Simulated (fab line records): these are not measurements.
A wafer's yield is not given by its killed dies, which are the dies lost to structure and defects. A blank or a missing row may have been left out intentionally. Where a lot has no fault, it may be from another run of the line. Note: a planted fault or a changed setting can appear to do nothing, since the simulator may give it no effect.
Problem report, 8D (eight disciplines) form, completed by code | flow n5-finfet | the parts of the form that need people (team, actions taken, sign-off) are left out

1. WHAT IS WRONG
At N5_BEOL_M4_COAT_62, spin-speed-rpm averages 1630.0 rpm over 6 wafers from 2 lots, while fault-free wafers read 1499.9 rpm, standard deviation 1. That is +99 or more standard deviations from the usual mean.
The step: time 60 s, resist thk 12 nm.
Earliest sighting: wafer L660.2 on litho-track-03 at day 11 01:22. At this step, 12 wafers from 4 lots have a number in the record. By rule, "out" or "out of limits" means more than 4 standard deviations away from the usual mean. All remaining wafers that have a number are taken as sound.

2. WHAT IT IS AND WHAT IT IS NOT
question                    | is                     | is not
which readings at this step | spin-speed-rpm         | chill-plate-temp-C, plate-temp-C
which lots                  | L660, L663             | L657, L669
which wafers of those lots  | all that have a number | -
read on which tools         | litho-track-03         | litho-track-02
when                        | from day 11 01:22      | up to then (3 sound wafers); but 3 sound wafers of L669 came after

3. WHAT RULES OUT EACH SUSPECT
Counting: a tool stays on the suspect list if, at a process step up to the reading, it processed all lots that are out and no sound lot following the first of them.
- litho-track-03 at N5_BEOL_M4_COAT_62 (time 60 s, resist thk 12 nm): kept. Every lot that is out went through it, starting with L660 (day 11 01:22), and after that it ran no sound lot; the last sound lot it ran before then is L657 (day 9 15:19). On those wafers its own readings are out: spin-speed-rpm.
Left after counting: litho-track-03 at N5_BEOL_M4_COAT_62.

4. THE CAUSE (what the simulator had put in)
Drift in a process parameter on litho-track-03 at N5_BEOL_M4_COAT_62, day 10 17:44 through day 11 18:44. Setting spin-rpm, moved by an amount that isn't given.
Counting left only this tool.

5. THE CHAIN OF EFFECTS, in route order
Each row: a reading whose mean over the struck wafers that have a number lies more than 3 standard deviations from the usual. Only readings whose record carries a usual standard deviation are examined. hours: median over the lots of the time between each lot's start at the first step of this table that gives one and its start at this step. sigmas: the change, counted in usual standard deviations.
hours | step               | reading        | usual      | on struck wafers | change | sigmas
0     | N5_BEOL_M4_COAT_62 | spin-speed-rpm | 1499.9 rpm | 1630.0           | +130.1 | +99 or more
Here are the process steps it includes:
- N5_BEOL_M4_COAT_62: time 60 s, resist thk 12 nm.
Later steps that measure or inspect, where all struck wafers having a row at the step show a number for every such reading and not one has moved that far: N5_BEOL_M4_RC_MEAS_101.

6. WHAT WOULD HAVE CAUGHT IT SOONER
8 hours passed between the start of the fault at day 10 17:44 and the first reading out of limits in this record, taken at day 11 01:22.
